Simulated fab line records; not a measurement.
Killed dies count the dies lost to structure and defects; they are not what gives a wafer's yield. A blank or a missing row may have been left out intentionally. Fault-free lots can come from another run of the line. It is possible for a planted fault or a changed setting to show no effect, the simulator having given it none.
Matching of chambers    flow n5 finfet    rie diel-06 running N5_BEOL_M4_ETCH_74: 4 sister chambers
The step etches underlayer in N2/H2, target depth 6.5 nm, time 5.2 s. 18 wafers are shown with their chamber, then 9 later ones without.

EACH WAFER AND ITS CHAMBER
wafer   chamber  drypump motor current A (A)  showerhead plenum p Torr (Torr)  throttle valve pct (%)
L076.1  2        6.9                          2.52                             18.14
L076.3  3        5.4                          2.57                             17.67
L076.5  2        6.8                          2.52                             18.11
L075.3  3        5.4                          2.57                             17.67
L075.5  3        5.4                          2.57                             17.68
L075.6  2        6.8                          2.52                             18.16
L078.1  0        5.8                          2.55                             17.90
L078.4  1        5.8                          2.46                             18.15
L078.5  1        5.8                          2.46                             18.16
L079.2  0        5.8                          2.55                             17.92
L079.4  1        5.8                          2.46                             18.12
L079.6  2        6.8                          2.52                             18.17
L081.1  1        5.7                          2.46                             18.15
L081.2  3        5.4                          2.56                             17.70
L081.5  3        5.5                          2.56                             17.74
L086.1  3        5.4                          2.56                             17.73
L086.3  0        5.7                          2.54                             17.94
L086.4  1        5.8                          2.45                             18.19

SIGNATURES, as means of the wafers listed above
reading                   chamber 0  chamber 1  chamber 2  chamber 3  scatter within a chamber
drypump motor current A   5.767      5.780      6.825      5.417      0.0467
showerhead plenum p Torr  2.5467     2.4580     2.5200     2.5650     0.0046
throttle valve pct        17.9200    18.1540    18.1450    17.6983    0.0269
Rule: for a wafer and a chamber, the distance is found by dividing, reading by reading, the gap between the wafer's reading and the chamber's mean by the reading's scatter, squaring, summing and taking the root. If the next closest chamber is less than 2 further off than the closest, the wafer can't be placed; otherwise it belongs to the closest. The scatter: take each reading less its chamber's mean, square it, sum over the shown wafers, divide by the number of wafers less the number of chambers, and take the root.

WAFERS WHOSE CHAMBER IS MISSING
wafer   drypump motor current A (A)  showerhead plenum p Torr (Torr)  throttle valve pct (%)
L089.1  5.8                          2.54                             17.94
L089.4  5.8                          2.54                             17.92
L089.6  5.4                          2.56                             17.74
L092.1  6.8                          2.51                             18.23
L092.4  5.4                          2.55                             17.75
L092.5  6.8                          2.51                             18.21
L097.2  5.8                          2.45                             18.21
L097.4  5.8                          2.53                             17.97
L097.6  5.4                          2.55                             17.76

CHAMBER TAKEN BY EACH
wafer   from the rows above  in truth
L089.1  0                    0
L089.4  0                    0
L089.6  3                    3
L092.1  2                    2
L092.4  3                    3
L092.5  2                    2
L097.2  1                    1
L097.4  0                    0
L097.6  3                    3
9 of 9 placed correctly. Number that these rows cannot place: 0. Number placed wrongly: 0.
